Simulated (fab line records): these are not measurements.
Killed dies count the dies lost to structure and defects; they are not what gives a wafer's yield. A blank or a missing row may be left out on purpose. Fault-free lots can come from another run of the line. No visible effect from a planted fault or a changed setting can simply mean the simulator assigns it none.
fab line records	flow n5_finfet	part 1 of 2: steps 1 to 4 of 6
[record] lots = 22	wafers = 66	last_day = 19
route steps=1938 shown BEOL_M8@1376 BEOL_M9@1405
lots that met no fault: from a run of the same line without faults
start_h: hours from the record's first day to the start of the lot's first wafer shown	wait_h: hours since the lot's step before	" the same as in the row above	L1.1+2: several wafers, shown together as one row	- no value, or no start was given	* or withheld: withheld	< > ~ a bound
route shown NAME@n: NAME is a module with steps in the file, n the number in the route of the first one	usual: the fault-free wafers' mean and standard deviation	same: alike in all rows	chamber/n: place in a boat	sites: each site's reading	_std_site: the standard deviation of these	_edge_site: inner sites' mean taken away from outer sites' mean	radius_mm: how far each site lies from the wafer's centre	mask NAME#n: copy n	behind: the most recent tool/chamber to have shaped the wafer	hold: cause of the lot's hold/its duration in hours/its outcome	device: names the non-switching transistor (n, p or np)	end of line: the same wafers' tests at the end of the route	a step without rows: its recipe alone	killed: the dies lost at the first sort to structure and to defects; this is not the yield of the wafer	map: a wafer's dies, marking killed ones x, the rest . and places with no die _
set.NAME: the run value of the setting; set.NAME@STEP: its run value at that earlier step	model.NAME: the simulator's own value behind a step, which no gauge read
route steps across a sampled set of lots; one table per step, one row per wafer
services: when a tool's chamber went out of use (start_h, in hours from the record's first day, below 0 if earlier), for how many hours, and the reason
[[steps]]
[step N5_BEOL_M8_STRIP_36]
[recipe] chemistry = N2/H2	power_w = 450	temp_c = 40	pressure_mtorr = 20	rf_frequency_hz = 6e+07	overash_fraction = 0.3	bias_power_w = 7	h2_frac = 0.5	n2_flow_sccm = 200	h2_flow_sccm = 200
[usual] drypump_motor_current_A = 5.9/0.41	oes_product_au = 0.78/0.083	rf_vpp_V = 58.9/1.6	showerhead_plenum_p_Torr = 2.53/0.075	throttle_valve_pct = 23.58/0.24
lot.wafer	tool	chamber	start_h	wait_h	drypump_motor_current_A	oes_product_au	rf_hours_counter_h	rf_vpp_V	showerhead_plenum_p_Torr	throttle_valve_pct
L074.2	rie_diel-06	0	220.85	0.0	5.7	0.81	133	57.9	2.64	23.27
L074.4	"	2	"	"	5.3	0.74	-	58.6	2.52	23.47
L074.5	"	0	"	"	5.7	0.80	-	59.7	2.64	23.23
L075.1	rie_diel-01	3	225.26	0.0	6.1	0.70	241	59.6	2.50	24.14
L075.3	"	0	"	"	6.4	0.77	158	57.9	2.63	23.85
L075.5	"	2	"	"	6.2	0.91	-	58.0	2.58	23.63
L076.1	rie_diel-03	3	228.03	0.0	6.3	0.83	92	58.3	2.45	23.19
L076.2	"	2	"	"	5.4	0.71	197	60.8	2.54	23.75
L076.6	"	0	"	"	6.1	0.70	-	62.2	2.49	23.62
L078.1	rie_diel-06	2	231.29	0.0	5.4	0.72	211	59.4	2.52	23.45
L078.2	"	3	"	"	5.3	0.82	54	60.7	2.57	23.50
L078.6	"	2	"	"	5.4	0.72	-	55.7	2.52	23.46
L077.2	rie_diel-01	2	237.48	0.0	6.2	0.88	50	57.9	2.58	23.63
L077.3	"	1	"	"	6.0	0.71	190	58.3	2.39	23.24
L077.4	"	3	"	"	6.1	0.69	245	57.5	2.50	24.16
L081.2	rie_diel-06	1	241.78	0.0	6.5	1.01	0	59.9	2.61	23.76
L081.3	"	0	"	"	5.7	0.77	143	55.8	2.63	23.24
L081.5	"	0	"	"	5.8	0.78	-	58.1	2.63	23.27
L080.1	rie_diel-06	0	246.98	0.0	5.7	0.77	145	62.3	2.63	23.26
L080.2	"	2	"	"	5.4	0.72	217	58.4	2.52	23.47
L080.6	"	0	"	"	5.7	0.77	-	56.1	2.63	23.25
L079.3	rie_diel-01	2	248.75	0.0	6.3	0.89	53	59.5	2.58	23.64
L079.4	"	0	"	"	6.4	0.77	164	59.4	2.63	23.86
L079.6	"	1	"	"	6.0	0.71	-	57.6	2.39	23.22
L083.1	rie_diel-03	0	252.21	0.0	6.1	0.70	197	59.7	2.49	23.63
L083.2	"	1	"	"	5.5	0.79	97	60.9	2.57	23.64
L083.3	"	2	"	"	5.4	0.71	205	58.9	2.53	23.74
L082.2	rie_diel-06	0	252.56	0.0	5.7	0.77	148	60.1	2.63	23.26
L082.5	"	1	"	"	6.5	0.98	-	59.8	2.60	23.76
L082.6	"	2	"	"	5.4	0.71	-	57.2	2.52	23.49
L084.1	rie_diel-03	3	269.04	0.0	6.3	0.82	108	60.1	2.45	23.23
L084.3	"	1	"	"	5.4	0.79	104	60.2	2.57	23.67
L084.6	"	3	"	"	6.3	0.82	-	59.3	2.45	23.22
L085.1	rie_diel-01	0	273.27	0.0	6.5	0.76	176	61.4	2.63	23.89
L085.2	"	2	"	"	6.2	0.85	66	57.5	2.57	23.69
L085.6	"	0	"	"	6.4	0.75	-	59.0	2.63	23.88
L086.4	rie_diel-03	1	284.61	0.0	5.5	0.79	108	60.2	2.57	23.67
L086.5	"	1	"	"	5.4	0.78	-	59.0	2.57	23.66
L086.6	"	0	"	"	6.1	0.69	-	60.1	2.48	23.66
L088.2	rie_diel-01	2	287.87	0.0	6.2	0.85	71	60.1	2.57	23.69
L088.3	"	3	"	"	6.1	0.96	4	58.9	2.49	23.69
L088.6	"	1	"	"	6.0	0.69	-	54.8	2.38	23.21
L092.1	rie_diel-03	3	305.83	0.0	6.3	0.81	120	58.0	2.44	23.26
L092.4	"	2	"	"	5.4	0.68	223	58.3	2.53	23.78
L092.5	"	1	"	"	5.5	0.78	-	61.2	2.56	23.72
L087.1	rie_diel-01	3	305.85	0.0	6.2	0.92	11	56.9	2.49	23.71
L087.3	"	1	"	"	5.9	0.68	217	60.1	2.38	23.22
L087.5	"	1	"	"	6.0	0.68	-	57.6	2.38	23.22
L091.1	rie_diel-06	1	314.27	0.0	6.5	0.92	25	59.9	2.60	23.77
L091.3	"	0	"	"	5.7	0.77	168	58.3	2.62	23.32
L091.4	"	2	"	"	5.4	0.69	-	59.0	2.51	23.53
L090.1	rie_diel-01	0	314.68	0.0	6.5	0.75	191	59.1	2.62	23.89
L090.4	"	1	"	"	5.9	0.68	220	56.6	2.38	23.21
L090.6	"	3	"	"	6.1	0.91	-	57.2	2.49	23.70
L094.2	rie_diel-03	3	315.11	0.0	6.3	0.81	123	57.4	2.44	23.26
L094.5	"	1	"	"	5.5	0.76	-	61.4	2.56	23.71
L094.6	"	2	"	"	5.4	0.70	-	58.9	2.53	23.75
L095.1	rie_diel-06	3	348.32	0.0	5.3	0.78	96	57.3	2.55	23.57
L095.3	"	0	"	"	5.7	0.75	182	56.7	2.62	23.33
L095.4	"	0	"	"	5.8	0.74	-	57.5	2.61	23.34
L097.1	rie_diel-03	2	354.38	0.0	5.4	0.69	238	59.8	2.52	23.79
L097.2	"	0	"	"	6.1	0.66	234	58.8	2.47	23.69
L097.5	"	2	"	"	5.4	0.69	-	59.0	2.52	23.80
L096.4	rie_diel-01	2	375.21	0.0	6.2	0.83	105	59.8	2.56	23.71
L096.5	"	2	"	"	6.2	0.82	-	57.9	2.56	23.73
L096.6	"	3	"	"	6.1	0.90	-	60.1	2.48	23.74
[step N5_BEOL_M8_ETCH_41]
[recipe] chemistry = CH3F/O2	target = SiCN	target_depth_a = 319	taper_deg = 2	time_s = 57.8	ion_energy_ev = 120	mask_material = TiN	pressure_mtorr = 30	source_w = 395	bias_w = 75	Ar_flow_sccm = 150	CH3F_flow_sccm = 30	O2_flow_sccm = 20
[usual] drypump_motor_current_A = 5.9/0.41	oes_product_au = 0.77/0.086	rf_vpp_V = 297.5/1.3	showerhead_plenum_p_Torr = 2.00/0.056	throttle_valve_pct = 16.40/0.21
lot.wafer	tool	chamber	start_h	wait_h	drypump_motor_current_A	oes_product_au	rf_hours_counter_h	rf_vpp_V	showerhead_plenum_p_Torr	throttle_valve_pct
L074.2	rie_diel-06	0	-	-	5.7	0.79	133	299.0	2.10	16.39
L074.4	"	2	"	"	5.4	0.72	-	298.4	1.98	16.27
L074.5	"	0	"	"	5.7	0.78	-	298.3	2.10	16.39
L075.1	rie_diel-01	3	-	-	6.1	0.71	241	296.3	1.97	16.71
L075.3	"	0	"	"	6.4	0.75	158	298.3	2.07	16.40
L075.5	"	2	"	"	6.2	0.89	-	298.8	2.04	16.38
L076.1	rie_diel-03	3	-	-	6.3	0.82	92	296.6	1.93	15.92
L076.2	"	2	"	"	5.4	0.69	197	297.2	1.97	16.12
L076.6	"	0	"	"	6.1	0.70	-	296.8	2.01	16.79
L078.1	rie_diel-06	2	-	-	5.4	0.71	211	297.9	1.97	16.29
L078.2	"	3	"	"	5.3	0.81	54	297.8	2.05	16.40
L078.6	"	2	"	"	5.4	0.72	-	297.6	1.97	16.29
L077.2	rie_diel-01	2	-	-	6.2	0.87	50	297.7	2.04	16.39
L077.3	"	1	"	"	6.0	0.70	190	295.7	1.92	16.46
L077.4	"	3	"	"	6.1	0.70	245	296.5	1.97	16.71
L081.2	rie_diel-06	1	-	-	6.5	0.99	0	299.7	2.05	16.20
L081.3	"	0	"	"	5.8	0.77	143	299.8	2.10	16.40
L081.5	"	0	"	"	5.7	0.77	-	298.1	2.09	16.41
L080.1	rie_diel-06	0	-	-	5.8	0.77	145	298.4	2.09	16.41
L080.2	"	2	"	"	5.4	0.71	217	295.5	1.97	16.31
L080.6	"	0	"	"	5.8	0.77	-	298.3	2.10	16.43
L079.3	rie_diel-01	2	-	-	6.2	0.87	53	298.9	2.03	16.39
L079.4	"	0	"	"	6.4	0.75	164	298.6	2.07	16.43
L079.6	"	1	"	"	5.9	0.70	-	295.6	1.92	16.46
L083.1	rie_diel-03	0	-	-	6.1	0.70	197	297.0	2.01	16.79
L083.2	"	1	"	"	5.5	0.80	97	296.8	2.02	16.51
L083.3	"	2	"	"	5.4	0.69	205	296.4	1.97	16.14
L082.2	rie_diel-06	0	-	-	5.7	0.76	148	298.8	2.09	16.43
L082.5	"	1	"	"	6.5	0.97	-	298.8	2.05	16.22
L082.6	"	2	"	"	5.3	0.70	-	297.7	1.97	16.30
L084.1	rie_diel-03	3	-	-	6.3	0.80	108	296.6	1.93	15.96
L084.3	"	1	"	"	5.5	0.78	104	296.6	2.02	16.53
L084.6	"	3	"	"	6.3	0.80	-	295.7	1.93	15.94
L085.1	rie_diel-01	0	-	-	6.5	0.73	176	299.2	2.07	16.44
L085.2	"	2	"	"	6.2	0.85	66	298.3	2.03	16.42
L085.6	"	0	"	"	6.5	0.74	-	298.8	2.07	16.44
L086.4	rie_diel-03	1	-	-	5.5	0.78	108	298.8	2.02	16.56
L086.5	"	1	"	"	5.5	0.78	-	296.5	2.02	16.53
L086.6	"	0	"	"	6.1	0.69	-	296.6	2.00	16.81
L088.2	rie_diel-01	2	-	-	6.3	0.84	71	296.8	2.03	16.43
L088.3	"	3	"	"	6.1	0.98	4	296.2	1.96	16.23
L088.6	"	1	"	"	5.9	0.68	-	295.9	1.91	16.50
L092.1	rie_diel-03	3	-	-	6.3	0.80	120	296.7	1.92	15.97
L092.4	"	2	"	"	5.4	0.68	223	296.9	1.96	16.19
L092.5	"	1	"	"	5.5	0.77	-	298.2	2.02	16.54
L087.1	rie_diel-01	3	-	-	6.1	0.97	11	296.0	1.96	16.22
L087.3	"	1	"	"	6.0	0.67	217	295.5	1.91	16.52
L087.5	"	1	"	"	6.0	0.68	-	296.5	1.91	16.50
L091.1	rie_diel-06	1	-	-	6.5	0.92	25	296.7	2.04	16.27
L091.3	"	0	"	"	5.7	0.75	168	298.3	2.09	16.47
L091.4	"	2	"	"	5.3	0.69	-	297.9	1.96	16.34
L090.1	rie_diel-01	0	-	-	6.4	0.72	191	298.4	2.06	16.45
L090.4	"	1	"	"	5.9	0.67	220	296.2	1.91	16.51
L090.6	"	3	"	"	6.1	0.95	-	298.2	1.96	16.25
L094.2	rie_diel-03	3	-	-	6.3	0.79	123	295.3	1.92	15.96
L094.5	"	1	"	"	5.5	0.76	-	297.7	2.02	16.57
L094.6	"	2	"	"	5.4	0.69	-	297.2	1.96	16.17
L095.1	rie_diel-06	3	-	-	5.3	0.76	96	297.4	2.04	16.47
L095.3	"	0	"	"	5.7	0.73	182	300.0	2.08	16.49
L095.4	"	0	"	"	5.7	0.73	-	299.2	2.08	16.47
L097.1	rie_diel-03	2	-	-	5.4	0.67	238	297.9	1.96	16.20
L097.2	"	0	"	"	6.1	0.66	234	295.8	2.00	16.88
L097.5	"	2	"	"	5.4	0.67	-	296.8	1.96	16.20
L096.4	rie_diel-01	2	-	-	6.3	0.81	105	298.0	2.02	16.50
L096.5	"	2	"	"	6.3	0.81	-	296.4	2.02	16.50
L096.6	"	3	"	"	6.2	0.92	-	295.6	1.95	16.28
[step N5_BEOL_M8_DEP_56]
[recipe] material = SiCN	target_thk_a = 100	temp_c = withheld	precursor = 3MS/NH3	pressure_torr = 3	rf_w = 202	time_s = 17.5
[usual] showerhead_plenum_p_Torr = 3.668/0.012	throttle_valve_pct = 8.7/0.46
lot.wafer	tool	chamber	start_h	wait_h	showerhead_plenum_p_Torr	throttle_valve_pct
L074.2	pecvd-02	0	223.87	0.0	3.683	8.9
L074.4	"	2	"	"	3.680	8.3
L074.5	"	1	"	"	3.661	9.0
L075.1	pecvd-01	1	228.62	0.0	3.678	8.8
L075.3	"	0	"	"	3.656	9.3
L075.5	"	0	"	"	3.657	9.3
L076.1	pecvd-02	2	232.59	0.0	3.677	7.9
L076.2	"	0	"	"	3.677	8.9
L076.6	"	0	"	"	3.681	9.1
L078.1	pecvd-01	1	235.77	0.0	3.678	9.0
L078.2	"	0	"	"	3.649	9.1
L078.6	"	2	"	"	3.660	8.1
L077.2	pecvd-02	1	239.76	0.0	3.654	9.0
L077.3	"	0	"	"	3.683	8.8
L077.4	"	1	"	"	3.666	8.7
L081.2	pecvd-03	1	245.13	0.0	3.673	8.9
L081.3	"	0	"	"	3.687	9.3
L081.5	"	2	"	"	3.670	8.0
L080.1	pecvd-01	0	250.27	0.0	3.655	8.7
L080.2	"	2	"	"	3.660	8.6
L080.6	"	0	"	"	3.656	9.3
L079.3	pecvd-02	0	253.02	0.0	3.684	8.8
L079.4	"	1	"	"	3.655	9.0
L079.6	"	0	"	"	3.688	9.1
L083.1	pecvd-01	2	254.53	0.0	3.655	8.1
L083.2	"	0	"	"	3.649	9.2
L083.3	"	1	"	"	3.685	8.7
L082.2	pecvd-01	1	256.57	0.0	3.673	8.9
L082.5	"	2	"	"	3.653	8.2
L082.6	"	0	"	"	3.648	9.1
L084.1	pecvd-03	1	272.75	0.0	3.674	9.1
L084.3	"	0	"	"	3.679	8.9
L084.6	"	2	"	"	3.671	8.0
L085.1	pecvd-02	0	275.98	0.0	3.683	9.0
L085.2	"	2	"	"	3.666	8.2
L085.6	"	0	"	"	3.668	8.8
L086.4	pecvd-03	1	287.15	0.0	3.671	9.0
L086.5	"	2	"	"	3.662	7.9
L086.6	"	1	"	"	3.674	9.1
L088.2	pecvd-03	1	290.94	0.0	3.664	9.2
L088.3	"	0	"	"	3.684	8.9
L088.6	"	1	"	"	3.676	9.1
L092.1	pecvd-03	0	308.39	0.0	3.670	8.6
L092.4	"	0	"	"	3.677	8.9
L092.5	"	1	"	"	3.668	8.9
L087.1	pecvd-01	1	308.84	0.0	3.665	8.5
L087.3	"	2	"	"	3.653	8.1
L087.5	"	2	"	"	3.660	8.1
L091.1	pecvd-03	2	317.10	0.0	3.674	7.9
L091.3	"	1	"	"	3.684	9.2
L091.4	"	0	"	"	3.679	9.0
L090.1	pecvd-03	2	317.32	0.0	3.670	7.9
L090.4	"	1	"	"	3.677	9.2
L090.6	"	0	"	"	3.675	8.6
L094.2	pecvd-01	1	317.96	0.0	3.674	8.8
L094.5	"	1	"	"	3.677	8.9
L094.6	"	0	"	"	3.655	9.3
L095.1	pecvd-01	1	352.80	0.0	3.670	8.6
L095.3	"	0	"	"	3.650	8.8
L095.4	"	2	"	"	3.660	8.1
L097.1	pecvd-03	1	358.77	0.0	3.682	9.3
L097.2	"	0	"	"	3.675	8.8
L097.5	"	2	"	"	3.661	8.0
L096.4	pecvd-03	1	377.60	0.0	3.675	8.9
L096.5	"	2	"	"	3.675	8.2
L096.6	"	0	"	"	3.674	8.5
[step N5_BEOL_M9_HM_DEP_02]
[recipe] material = TiN	target_thk_a = 200	temp_c = 25	chamber_pressure_pa = 0.49996
[usual] throttle_valve_pct = 30.2/0.85
lot.wafer	tool	chamber	start_h	wait_h	throttle_valve_pct
L074.2	pvd_sputter-02	-	226.04	0.9	30.7
L074.4	"	-	"	"	29.7
L074.5	"	-	"	"	29.9
L075.1	pvd_sputter-02	-	231.61	2.2	29.4
L075.3	"	-	"	"	30.8
L075.5	"	-	"	"	30.7
L076.1	pvd_sputter-02	-	234.63	1.2	30.8
L076.2	"	-	"	"	29.7
L076.6	"	-	"	"	29.7
L078.1	pvd_sputter-03	-	237.80	1.3	30.8
L078.2	"	-	"	"	30.5
L078.6	"	-	"	"	31.9
L077.2	pvd_sputter-03	-	241.63	1.1	30.6
L077.3	"	-	"	"	32.0
L077.4	"	-	"	"	31.2
L081.2	pvd_sputter-02	-	246.72	0.8	30.8
L081.3	"	-	"	"	29.7
L081.5	"	-	"	"	30.8
L080.1	pvd_sputter-03	-	252.67	1.6	31.2
L080.2	"	-	"	"	32.1
L080.6	"	-	"	"	30.8
L079.3	pvd_sputter-01	-	255.92	2.1	28.4
L079.4	"	-	"	"	30.8
L079.6	"	-	"	"	28.2
L083.1	pvd_sputter-02	-	256.29	1.0	29.8
L083.2	"	-	"	"	29.7
L083.3	"	-	"	"	29.5
L082.2	pvd_sputter-01	-	259.34	2.0	30.1
L082.5	"	-	"	"	29.5
L082.6	"	-	"	"	30.0
L084.1	pvd_sputter-03	-	274.11	0.6	30.6
L084.3	"	-	"	"	30.6
L084.6	"	-	"	"	30.6
L085.1	pvd_sputter-02	-	280.29	3.5	29.8
L085.2	"	-	"	"	30.9
L085.6	"	-	"	"	29.8
L086.4	pvd_sputter-03	-	289.21	1.3	31.0
L086.5	"	-	"	"	32.0
L086.6	"	-	"	"	31.6
L088.2	pvd_sputter-03	-	295.00	3.3	32.1
L088.3	"	-	"	"	31.2
L088.6	"	-	"	"	30.9
L092.1	pvd_sputter-02	-	309.98	0.8	30.7
L092.4	"	-	"	"	29.4
L092.5	"	-	"	"	30.8
L087.1	pvd_sputter-01	-	310.28	0.7	30.5
L087.3	"	-	"	"	28.6
L087.5	"	-	"	"	29.3
L091.1	pvd_sputter-01	-	319.48	1.6	30.4
L091.3	"	-	"	"	29.3
L091.4	"	-	"	"	28.4
L090.1	pvd_sputter-02	-	319.52	1.4	29.9
L090.4	"	-	"	"	31.0
L090.6	"	-	"	"	29.8
L094.2	pvd_sputter-01	-	319.66	0.9	30.5
L094.5	"	-	"	"	29.7
L094.6	"	-	"	"	30.3
L095.1	pvd_sputter-02	-	354.69	1.1	30.9
L095.3	"	-	"	"	30.0
L095.4	"	-	"	"	29.6
L097.1	pvd_sputter-01	-	361.12	1.4	28.3
L097.2	"	-	"	"	30.5
L097.5	"	-	"	"	30.6
L096.4	pvd_sputter-01	-	379.92	1.5	30.5
L096.5	"	-	"	"	29.7
L096.6	"	-	"	"	30.5
